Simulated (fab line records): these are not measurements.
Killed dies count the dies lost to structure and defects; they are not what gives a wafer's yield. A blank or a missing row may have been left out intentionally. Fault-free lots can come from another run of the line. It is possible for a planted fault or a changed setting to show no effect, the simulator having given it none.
fab line records	flow n5-finfet
[record] lots = 7	wafers = 21
route steps=1938 shown SD_EPI_P@321 SD_ACTIVATION@331 SDB@348 HKMG_FIN@401 GATE_CUT@490
start-h: start of the lot's first displayed wafer, in hours after the record's first day	wait-h: hours elapsed since this lot's preceding step	" repeats the value in the row above	L1.1+2: one row covering several wafers at once	- no value, or no start given	* or withheld: withheld	< > ~ a bound
route shown NAME@n: a module of which the file shows steps, and the number in the route of the first	usual: average and standard deviation across the fault-free wafers	same: alike in all rows	chamber/n: place in a boat	sites: the reading at each site	_std_site: standard deviation across them	_edge_site: inner sites' mean taken away from outer sites' mean	radius-mm: how far each site lies from the wafer's centre	mask NAME#n: copy n	behind: the tool/chamber that last shaped the wafer	hold: the reason the lot was held/the length of the hold in hours/how it ended	device: names the non-switching transistor (n, p or np)	end of line: the same wafers' tests at the end of the route	for a step that has no rows: nothing shown but its recipe	killed: the dies lost at the first sort to structure and to defects; this is not the yield of the wafer	map: a wafer's dies, marking killed ones x, the rest . and places with no die _
set.NAME: the run value of the setting; set.NAME@STEP: its run value at that earlier step	model.NAME: the simulator's own value behind a step, which no gauge read
lots with deliberately changed settings; one table per step, one row per wafer
[[steps]]
[step N5_SD_EPI_P_EPI_21]
[recipe] material = SiGe:B	dopant = B	temp-c = 550	pressure-torr = 20	ambient = H2	time-s = 355
lot.wafer	tool	chamber	start-h	wait-h	set.epi-growth-time-s	model.SiGe-B_of_SD_EPI_P_EPI_21.thk-nm
L077.1	epi-rpcvd-02	0	82.16	0.2	355	61.2
L077.2	"	0	"	"	355	61.8
L077.6	"	0	84.56	2.4	355	62.2
L080.1	epi-rpcvd-03	0	94.85	0.1	355	61.4
L080.3	"	0	"	"	355	60.4
L080.4	"	0	"	"	355	61.6
L081.1	epi-rpcvd-03	0	100.44	0.1	355	61.4
L081.4	"	0	101.52	1.1	355	61.2
L081.6	"	0	"	"	374.7	63
L086.1	epi-rpcvd-03	0	127.90	0.1	355	60.8
L086.3	"	0	"	"	355	60.6
L086.5	"	0	"	"	386.8	64.4
L090.2	epi-rpcvd-03	0	151.34	0.6	345	59.8
L090.3	"	0	"	"	355	60.8
L090.5	"	0	"	"	345	59.4
L092.2	epi-rpcvd-01	0	164.58	0.9	366.1	61.8
L092.4	"	0	165.86	2.0	366.1	62.6
L092.6	"	0	167.14	3.2	366.1	62.2
L096.1+6	epi-rpcvd-02	0	188.88	0.1	355	60.4
L096.2	"	0	"	"	355	60.8
[step N5_SD_EPI_P_HM_STRIP_48]
[recipe] chemistry = H3PO4	temp-c = 160	material = SiNx	target = SiNx	target-depth-a = 30	overetch-fraction = 0.3
lot.wafer	tool	chamber	start-h	wait-h	set.epi-growth-time-s@SD_EPI_P_EPI_21	model.SiGe-B_of_SD_EPI_P_EPI_21.thk-nm
L077.1	wet-bench-04	0	85.12	0.0	355	61
L077.2	"	5	"	"	355	61.4
L077.6	"	4	"	"	355	62
L080.1	wet-bench-05	1	97.08	0.0	355	61.2
L080.3	"	6	"	"	355	60
L080.4	"	5	"	"	355	61.4
L081.1+4	wet-bench-04	2,0	102.67	0.0	355	61
L081.6	"	1	"	"	374.7	62.6
L086.1	wet-bench-02	7	130.15	0.0	355	60.6
L086.3	"	4	"	"	355	60.4
L086.5	"	5	"	"	386.8	64.2
L090.2	wet-bench-04	1	153.83	0.0	345	59.4
L090.3	"	5	"	"	355	60.6
L090.5	"	6	"	"	345	59.2
L092.2	wet-bench-05	2	167.85	0.0	366.1	61.6
L092.4	"	4	"	"	366.1	62.2
L092.6	"	6	"	"	366.1	62
L096.1+6	wet-bench-02	1,2	191.12	0.0	355	60.2
L096.2	"	4	"	"	355	60.4
[step N5_SD_ACTIVATION_LSA_01]
[recipe] temp-c = 1080	time-s = 0.0008	ambient = N2
[usual] wafer_temp_C_max = 1083.5/0.9
lot.wafer	tool	chamber	start-h	wait-h	set.temp-c	wafer_temp_C_max
L077.1	laser-anneal-01	0	85.48	0.2	1080	1082.8
L077.2	"	0	"	"	1058	1063.0
L077.6	"	0	"	"	1058	1061.6
L080.1	laser-anneal-01	0	97.58	0.2	1080	1082.7
L080.3	"	0	"	"	1094	1097.6
L080.4	"	0	"	"	1094	1098.0
L081.1	laser-anneal-02	0	103.04	0.2	1080	1083.1
L081.4	"	0	"	"	1054	1057.8
L081.6	"	0	"	"	1054	1058.7
L086.1	laser-anneal-01	0	131.07	0.2	1053	1055.0
L086.3	"	0	"	"	1080	1082.7
L086.5	"	0	"	"	1080	1081.6
L090.2	laser-anneal-01	0	154.23	0.2	1080	1082.0
L090.3	"	0	"	"	1049	1052.2
L090.5	"	0	"	"	1049	1052.2
L092.2	laser-anneal-01	0	168.26	0.2	1102	1103.6
L092.4	"	0	"	"	1102	1104.4
L092.6	"	0	"	"	1080	1083.2
L096.1	laser-anneal-01	0	191.50	0.2	1080	1082.6
L096.2	"	0	"	"	1080	1082.8
L096.6	"	0	"	"	1080	1083.4
[step N5_SD_ACTIVATION_RS_MEAS_03]
[recipe] thk-meas-gauge = four-point-probe
[usual] RS_SD_N = 21.86/0.23	RS_SD_P = 55.8/0.89
lot.wafer	tool	chamber	start-h	wait-h	set.epi-growth-time-s@SD_EPI_P_EPI_21	set.temp-c@SD_ACTIVATION_LSA_01	RS_SD_N[ohm/sq]	RS_SD_P[ohm/sq]
L077.1	film-metro-02	-	85.69	0.2	355	1080	21.94	55.8
L077.2	"	-	"	"	355	1058	24.21	55.4
L077.6	"	-	"	"	355	1058	24.53	55.0
L080.1	film-metro-02	-	97.78	0.2	355	1080	21.66	55.5
L080.3	"	-	"	"	355	1094	20.75	56.5
L080.4	"	-	"	"	355	1094	20.81	54.9
L081.1	film-metro-02	-	103.24	0.2	355	1080	22.02	56.9
L081.4	"	-	"	"	355	1054	24.49	57.3
L081.6	"	-	"	"	374.7	1054	24.79	55.8
L086.1	film-metro-01	-	131.27	0.2	355	1053	24.74	56.6
L086.3	"	-	"	"	355	1080	21.89	56.1
L086.5	"	-	"	"	386.8	1080	22.13	53.0
L090.2	film-metro-01	-	154.42	0.2	345	1080	21.62	56.5
L090.3	"	-	"	"	355	1049	25.15	55.5
L090.5	"	-	"	"	345	1049	25.16	56.9
L092.2	film-metro-01	-	168.46	0.2	366.1	1102	19.37	55.2
L092.4	"	-	"	"	366.1	1102	19.58	53.9
L092.6	"	-	"	"	366.1	1080	21.94	54.7
L096.1	film-metro-01	-	191.71	0.2	355	1080	22.37	55.6
L096.2	"	-	"	"	355	1080	21.47	55.2
L096.6	"	-	"	"	355	1080	21.87	55.8
[step N5_SDB_COAT_03]
[recipe] resist = SOC	temp-c = 250	time-s = 60	spin-rpm = 1500	resist-thk-nm = 100
lot.wafer	tool	chamber	start-h	wait-h	set.spin-rpm	model.SOC_of_SDB_COAT_03.thk-nm
L077.1+2	litho-track-01	0	92.75	0.1	1592	97.4
L077.6	"	0	"	"	1500	100.6
L080.1+3	litho-track-01	0	104.87	0.1	1500	100.4
L080.4	"	0	"	"	1576	98
L081.1+4	litho-track-02	0	109.96	0.1	1500	100
L081.6	"	0	"	"	1364	105.2
L086.1+5	litho-track-02	0	137.99	0.1	1500	100.2
L086.3	"	0	"	"	1500	100
L090.2	litho-track-03	0	161.30	0.1	1384	104
L090.3	"	0	"	"	1500	100.4
L090.5	"	0	"	"	1384	104.4
L092.2	litho-track-01	0	175.56	0.1	1500	100
L092.4	"	0	"	"	1392	104.2
L092.6	"	0	"	"	1500	100.2
L096.1+2	litho-track-02	0	200.48	0.1	1500	99.8
L096.6	"	0	"	"	1500	100
[step N5_SDB_COAT_04]
[recipe] resist = SiARC	temp-c = 220	time-s = 60	spin-rpm = 1500	resist-thk-nm = 18
lot.wafer	tool	chamber	start-h	wait-h	set.time-s
L077.1+6	litho-track-01	0	-	-	60
L077.2	"	0	"	"	64.57
L080.1+3+4	litho-track-01	0	-	-	60
L081.1+4+6	litho-track-02	0	-	-	64.56
L086.1	litho-track-02	0	-	-	67.77
L086.3+5	"	0	"	"	60
L090.2+3+5	litho-track-03	0	-	-	69.2
L092.2+4+6	litho-track-01	0	-	-	60
L096.1+2+6	litho-track-02	0	-	-	60
[step N5_SDB_COAT_05]
[recipe] resist = CAR-ArF	spin-rpm = 1500	resist-thk-nm = 90
[step N5_SDB_EBR_07]
[recipe] solvent = PGMEA	ebr-width-mm = 1.5
[step N5_SDB_DESCUM_16]
[recipe] chemistry = O2	time-s = 7.9	source-power-w = 50	bias-power-w = 20	pressure-mtorr = 20	rf-frequency-hz = 2.712e+07	temp-c = 40	resist = CAR-ArF	o2-flow-sccm = 225
[step N5_SDB_ETCH_17]
[recipe] chemistry = CF4	target = SiARC	target-depth-a = 234	mask-material = CAR-ArF	time-s = 39	ion-energy-ev = 80	pressure-mtorr = 40	source-w = 545	bias-w = 36	Ar_flow_sccm = 100	cf4-flow-sccm = 100	ends = cleared
[step N5_SDB_ETCH_18]
[recipe] chemistry = N2/H2	target = SOC	target-depth-a = 1000	overetch-a = 200	mask-material = SiARC	temp-c = 40	time-s = 150	ion-energy-ev = 200	pressure-mtorr = 30	source-w = 840	bias-w = 150	n2-flow-sccm = 200	h2-flow-sccm = 200
lot.wafer	tool	chamber	start-h	wait-h	set.spin-rpm@SDB_COAT_03	model.etch.depth-nm
L077.1	rie-diel-01	1	93.27	0.0	1592	97.31
L077.2	"	3	"	"	1592	97.32
L077.6	"	1	"	"	1500	100.6
L080.1	rie-diel-01	1	105.27	0.0	1500	100.3
L080.3	"	0	"	"	1500	100.5
L080.4	"	0	"	"	1576	97.96
L081.1	rie-diel-01	1	110.36	0.0	1500	100.1
L081.4	"	1	"	"	1500	100
L081.6	"	2	"	"	1364	105.1
L086.1	rie-diel-01	2	138.39	0.0	1500	100.1
L086.3	"	1	"	"	1500	100
L086.5	"	2	"	"	1500	100.2
L090.2	rie-diel-06	2	161.88	0.0	1384	104
L090.3	"	0	"	"	1500	100.4
L090.5	"	3	"	"	1384	104.4
L092.2	rie-diel-01	2	176.09	0.0	1500	100.1
L092.4	"	3	"	"	1392	104.3
L092.6	"	2	"	"	1500	100.2
L096.1	rie-diel-06	1	201.01	0.0	1500	99.82
L096.2	"	2	"	"	1500	99.77
L096.6	"	1	"	"	1500	100.1
[step N5_SDB_STRIP_19]
[recipe] chemistry = N2/H2	temp-c = 40	n2-flow-sccm = 200	h2-flow-sccm = 200	rf-frequency-hz = 6e+07
[step N5_SDB_STRIP_21]
[recipe] chemistry = CF4	resist = SiARC	power-w = 300	bias-power-w = 75	pressure-mtorr = 50	cf4-flow-sccm = 150	rf-frequency-hz = 6e+07
[step N5_SDB_HM_OPEN_20]
[recipe] chemistry = CH3F/O2	target = SiNx	mask-material = SOC	target-depth-a = 240	stop-on = poly-Si	over-etch-frac = 0.4	ion-energy-ev = 120	pressure-mtorr = 30	source-w = 395	bias-w = 73	Ar_flow_sccm = 150	CH3F_flow_sccm = 30	O2_flow_sccm = 20
lot.wafer	tool	chamber	start-h	wait-h	set.spin-rpm@SDB_COAT_03	model.SOC_of_SDB_COAT_03.thk-nm
L077.1	rie-diel-01	1	93.43	0.0	1592	80.8
L077.2	"	3	"	"	1592	81.6
L077.6	"	1	"	"	1500	84.2
L080.1	rie-diel-01	1	105.43	0.0	1500	84
L080.3	"	0	"	"	1500	84.4
L080.4	"	0	"	"	1576	81.8
L081.1+4	rie-diel-01	1	110.52	0.0	1500	83.8
L081.6	"	2	"	"	1364	89.2
L086.1	rie-diel-01	2	138.55	0.0	1500	84.2
L086.3	"	1	"	"	1500	83.8
L086.5	"	2	"	"	1500	84.4
L090.2+5	rie-diel-06	2,3	162.04	0.0	1384	88.2
L090.3	"	0	"	"	1500	84.6
L092.2+6	rie-diel-01	2	176.25	0.0	1500	84
L092.4	"	3	"	"	1392	88
L096.1	rie-diel-06	1	201.17	0.0	1500	83.6
L096.2+6	"	2,1	"	"	1500	83.8
[step N5_SDB_STRIP_22]
[recipe] chemistry = N2/H2	power-w = 1000	temp-c = 250	h2-frac = 0.65	overash-fraction = 0.3	pressure-mtorr = withheld	n2-flow-sccm = 1750	h2-flow-sccm = 3250
[usual] strip-time-to-endpoint-s = 96.2/0.32
lot.wafer	tool	chamber	start-h	wait-h	set.spin-rpm@SDB_COAT_03	strip-time-to-endpoint-s
L077.1	plasma-asher-02	1	93.51	0.1	1592	93.3
L077.2	"	0	"	"	1592	94.0
L077.6	"	1	"	"	1500	96.5
L080.1	plasma-asher-01	1	105.51	0.1	1500	96.2
L080.3	"	0	"	"	1500	96.6
L080.4	"	1	"	"	1576	94.1
L081.1	plasma-asher-02	1	110.60	0.1	1500	96.0
L081.4	"	0	"	"	1500	96.0
L081.6	"	0	"	"	1364	101.1
L086.1	plasma-asher-02	0	138.63	0.1	1500	96.5
L086.3	"	0	"	"	1500	96.0
L086.5	"	1	"	"	1500	96.6
L090.2	plasma-asher-01	0	162.12	0.1	1384	100.2
L090.3	"	0	"	"	1500	96.7
L090.5	"	0	"	"	1384	100.2
L092.2	plasma-asher-01	0	176.33	0.1	1500	96.1
L092.4	"	0	"	"	1392	100.0
L092.6	"	1	"	"	1500	96.3
L096.1	plasma-asher-02	1	201.25	0.1	1500	95.9
L096.2	"	0	"	"	1500	96.0
L096.6	"	1	"	"	1500	96.1
[step N5_HKMG_FIN_DESCUM_53]
[recipe] chemistry = O2	time-s = 7.9	source-power-w = 50	bias-power-w = 20	pressure-mtorr = 20	rf-frequency-hz = 2.712e+07	temp-c = 40	resist = CAR-ArF	o2-flow-sccm = 225
lot.wafer	tool	chamber	start-h	wait-h	set.time-s	model.CAR-ArF_of_HKMG_FIN_COAT_43.thk-nm
L077.1+6	rie-diel-03	1,0	100.43	0.0	7.9	84
L077.2	"	2	"	"	7.9	83.6
L080.1	rie-diel-03	1	110.71	0.0	9.435	83
L080.3	"	2	"	"	9.435	82.8
L080.4	"	3	"	"	7.9	83.8
L081.1	rie-diel-03	0	116.27	0.0	7.9	82.8
L081.4	"	1	"	"	6.13	84.2
L081.6	"	3	"	"	7.9	83.2
L086.1+5	rie-diel-06	0,2	144.09	0.0	7.9	83.6
L086.3	"	1	"	"	9.52	83
L090.2	rie-diel-06	2	167.40	0.0	7.9	83.8
L090.3	"	1	"	"	7.9	83.2
L090.5	"	1	"	"	8.683	83
L092.2+4	rie-diel-06	1,3	181.84	0.0	7.9	83.4
L092.6	"	3	"	"	7.9	83.6
L096.1+2	rie-diel-06	3,0	206.59	0.3	7.9	83.8
L096.6	"	2	"	"	7.9	84
[step N5_HKMG_FIN_ETCH_54]
[recipe] chemistry = CF4	target = SiARC	target-depth-a = 455	mask-material = CAR-ArF	time-s = 75.8	ion-energy-ev = 80	pressure-mtorr = 40	source-w = 545	bias-w = 36	Ar_flow_sccm = 100	cf4-flow-sccm = 100	ends = cleared
[usual] etch-rf-on-time-s = 75.8/1.1	rf-vpp-V = 184.3/1.2
lot.wafer	tool	chamber	start-h	wait-h	set.source-w	set.time-s@HKMG_FIN_DESCUM_53	etch-rf-on-time-s	rf-vpp-V	model.CAR-ArF_of_HKMG_FIN_COAT_43.thk-nm
L077.1	rie-diel-03	1	100.46	0.0	545	7.9	76.7	185.6	51.4
L077.2	"	2	"	"	545	7.9	75.4	186.2	51
L077.6	"	0	"	"	545	7.9	76.1	186.1	51.4
L080.1	rie-diel-03	1	110.74	0.0	545	9.435	77.0	186.4	50.4
L080.3	"	2	"	"	545	9.435	76.3	184.6	50
L080.4	"	3	"	"	545	7.9	77.9	181.3	51
L081.1	rie-diel-03	0	116.30	0.0	627.5	7.9	67.6	176.2	50.2
L081.4	"	1	"	"	545	6.13	76.5	185.7	51.6
L081.6	"	3	"	"	627.5	7.9	68.5	173.7	50.4
L086.1	rie-diel-06	0	144.12	0.0	500.1	7.9	82.2	189.9	51.2
L086.3	"	1	"	"	545	9.52	74.9	182.6	50.4
L086.5	"	2	"	"	500.1	7.9	83.8	188.4	51.2
L090.2	rie-diel-06	2	167.44	0.0	545	7.9	76.0	185.7	51.2
L090.3	"	1	"	"	545	7.9	75.0	183.9	50.6
L090.5	"	1	"	"	545	8.683	74.4	183.0	50.4
L092.2	rie-diel-06	1	181.88	0.0	545	7.9	74.6	182.6	50.8
L092.4	"	3	"	"	545	7.9	74.8	184.4	50.8
L092.6	"	3	"	"	545	7.9	74.0	186.5	51
L096.1	rie-diel-06	3	206.63	0.0	545	7.9	74.0	186.2	51.2
L096.2	"	0	"	"	545	7.9	75.3	184.5	51.2
L096.6	"	2	"	"	545	7.9	76.1	184.5	51.4
[step N5_GATE_CUT_DESCUM_18]
[recipe] chemistry = O2	time-s = 7	source-power-w = 50	bias-power-w = 20	pressure-mtorr = 20	rf-frequency-hz = 2.712e+07	temp-c = 40	resist = CAR-EUV	o2-flow-sccm = 225
lot.wafer	tool	chamber	start-h	wait-h	set.time-s	model.CAR-EUV_of_GATE_CUT_COAT_07.thk-nm
L077.1	rie-diel-05	1	112.24	0.0	8.416	25.4
L077.2+6	"	2,1	"	"	8.416	25.2
L080.1	rie-diel-05	1	122.76	0.0	7	26.2
L080.3	"	0	"	"	8.305	25.6
L080.4	"	3	"	"	8.305	25.8
L081.1	rie-diel-02	2	128.73	0.0	5.895	26.6
L081.4+6	"	1,2	"	"	7	26
L086.1+3	rie-diel-02	0,1	156.15	0.0	5.953	26.6
L086.5	"	3	"	"	7	26
L090.2+3+5	rie-diel-02	1,2,2	179.05	0.0	7	26
L092.2	rie-diel-04	1	194.78	0.0	7.674	25.8
L092.4+6	"	2,3	"	"	7	26.2
L096.1+2+6	rie-diel-04	1,0,1	218.10	0.0	7	26.2
[step N5_GATE_CUT_ETCH_28]
[recipe] chemistry = N2/H2	target = underlayer	target-depth-a = 130	mask-material = CAR-EUV	time-s = 10.4	ion-energy-ev = 200	pressure-mtorr = 30	source-w = 840	bias-w = 150	n2-flow-sccm = 200	h2-flow-sccm = 200	ends = cleared
lot.wafer	tool	chamber	start-h	wait-h	set.time-s@GATE_CUT_DESCUM_18	model.CAR-EUV_of_GATE_CUT_COAT_07.thk-nm
L077.1+2	rie-diel-05	1,2	112.28	0.0	8.416	13.8
L077.6	"	1	"	"	8.416	14
L080.1	rie-diel-05	1	122.79	0.0	7	14.8
L080.3+4	"	0,3	"	"	8.305	14.2
L081.1	rie-diel-02	2	128.76	0.0	5.895	15.2
L081.4+6	"	1,2	"	"	7	14.6
L086.1	rie-diel-02	0	156.19	0.0	5.953	15
L086.3	"	1	"	"	5.953	15.2
L086.5	"	3	"	"	7	14.6
L090.2+3+5	rie-diel-02	1,2,2	179.09	0.0	7	14.6
L092.2	rie-diel-04	1	194.82	0.0	7.674	14.4
L092.4	"	2	"	"	7	14.8
L092.6	"	3	"	"	7	14.6
L096.1	rie-diel-04	1	218.14	0.0	7	14.6
L096.2+6	"	0,1	"	"	7	14.8
[step N5_GATE_CUT_ETCH_36]
[recipe] chemistry = CF4	target = SiARC	target-depth-a = 130	mask-material = CAR-EUV	time-s = 21.7	ion-energy-ev = 80	pressure-mtorr = 40	source-w = 545	bias-w = 36	Ar_flow_sccm = 100	cf4-flow-sccm = 100	ends = cleared
lot.wafer	tool	chamber	start-h	wait-h	set.time-s@GATE_CUT_DESCUM_18	model.CAR-EUV_of_GATE_CUT_COAT_07.thk-nm
L077.1+6	rie-diel-05	1	112.30	0.0	8.416	6.2
L077.2	"	2	"	"	8.416	6
L080.1	rie-diel-05	1	122.81	0.0	7	7.2
L080.3+4	"	0,3	"	"	8.305	6.6
L081.1	rie-diel-02	2	128.78	0.0	5.895	7.6
L081.4+6	"	1,2	"	"	7	7
L086.1+3	rie-diel-02	0,1	156.21	0.0	5.953	7.4
L086.5	"	3	"	"	7	7
L090.2	rie-diel-02	1	179.11	0.0	7	6.8
L090.3+5	"	2	"	"	7	7
L092.2	rie-diel-04	1	194.84	0.0	7.674	6.6
L092.4+6	"	2,3	"	"	7	7
L096.1+6	rie-diel-04	1	218.16	0.0	7	7
L096.2	"	0	"	"	7	7.2
[[key]]
[split] step = N5_SD_EPI_P_EPI_21	setting = epi-growth-time-s	stated = 355	by = wafer
[response] step = N5_SD_EPI_P_EPI_21	reading = model.SiGe-B_of_SD_EPI_P_EPI_21.thk-nm	change = +0.386	per = 1%	r = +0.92
[response] step = N5_SD_EPI_P_HM_STRIP_48	reading = model.SiGe-B_of_SD_EPI_P_EPI_21.thk-nm	change = +0.384	per = 1%	r = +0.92
[response] step = N5_SD_ACTIVATION_RS_MEAS_03	reading = RS_SD_P	change = -0.343	per = 1%	r = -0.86
[split] step = N5_SD_ACTIVATION_LSA_01	setting = temp-c	stated = 1080	by = wafer
[response] step = N5_SD_ACTIVATION_LSA_01	reading = wafer_temp_C_max	change = *	per = 1%	r = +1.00
[response] step = N5_SD_ACTIVATION_RS_MEAS_03	reading = RS_SD_N	change = -1.14	per = 1%	r = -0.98
[split] step = N5_SDB_COAT_03	setting = spin-rpm	stated = 1500	by = wafer
[response] step = N5_SDB_COAT_03	reading = model.SOC_of_SDB_COAT_03.thk-nm	change = -0.536	per = 1%	r = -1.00
[response] step = N5_SDB_ETCH_18	reading = model.etch.depth-nm	change = -0.538	per = 1%	r = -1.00
[response] step = N5_SDB_HM_OPEN_20	reading = model.SOC_of_SDB_COAT_03.thk-nm	change = -0.53	per = 1%	r = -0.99
[response] step = N5_SDB_STRIP_22	reading = strip-time-to-endpoint-s	change = *	per = 1%	r = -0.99
[split] step = N5_SDB_COAT_04	setting = time-s	stated = 60	by = wafer
response none clear
[split] step = N5_HKMG_FIN_DESCUM_53	setting = time-s	stated = 7.9	by = wafer
[response] step = N5_HKMG_FIN_DESCUM_53	reading = model.CAR-ArF_of_HKMG_FIN_COAT_43.thk-nm	change = -0.0441	per = 1%	r = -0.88
[response] step = N5_HKMG_FIN_ETCH_54	reading = etch-rf-on-time-s	change = *	per = 1%	r = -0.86
[response] step = N5_HKMG_FIN_ETCH_54	reading = model.CAR-ArF_of_HKMG_FIN_COAT_43.thk-nm	change = -0.0472	per = 1%	r = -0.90
[split] step = N5_HKMG_FIN_ETCH_54	setting = source-w	stated = 545	by = wafer
[response] step = N5_HKMG_FIN_ETCH_54	reading = etch-rf-on-time-s	change = *	per = 1%	r = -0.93
[response] step = N5_HKMG_FIN_ETCH_54	reading = rf-vpp-V	change = -0.728	per = 1%	r = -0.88
[split] step = N5_GATE_CUT_DESCUM_18	setting = time-s	stated = 7	by = wafer
[response] step = N5_GATE_CUT_DESCUM_18	reading = model.CAR-EUV_of_GATE_CUT_COAT_07.thk-nm	change = -0.0346	per = 1%	r = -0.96
[response] step = N5_GATE_CUT_ETCH_28	reading = model.CAR-EUV_of_GATE_CUT_COAT_07.thk-nm	change = -0.034	per = 1%	r = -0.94
[response] step = N5_GATE_CUT_ETCH_36	reading = model.CAR-EUV_of_GATE_CUT_COAT_07.thk-nm	change = -0.0334	per = 1%	r = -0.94
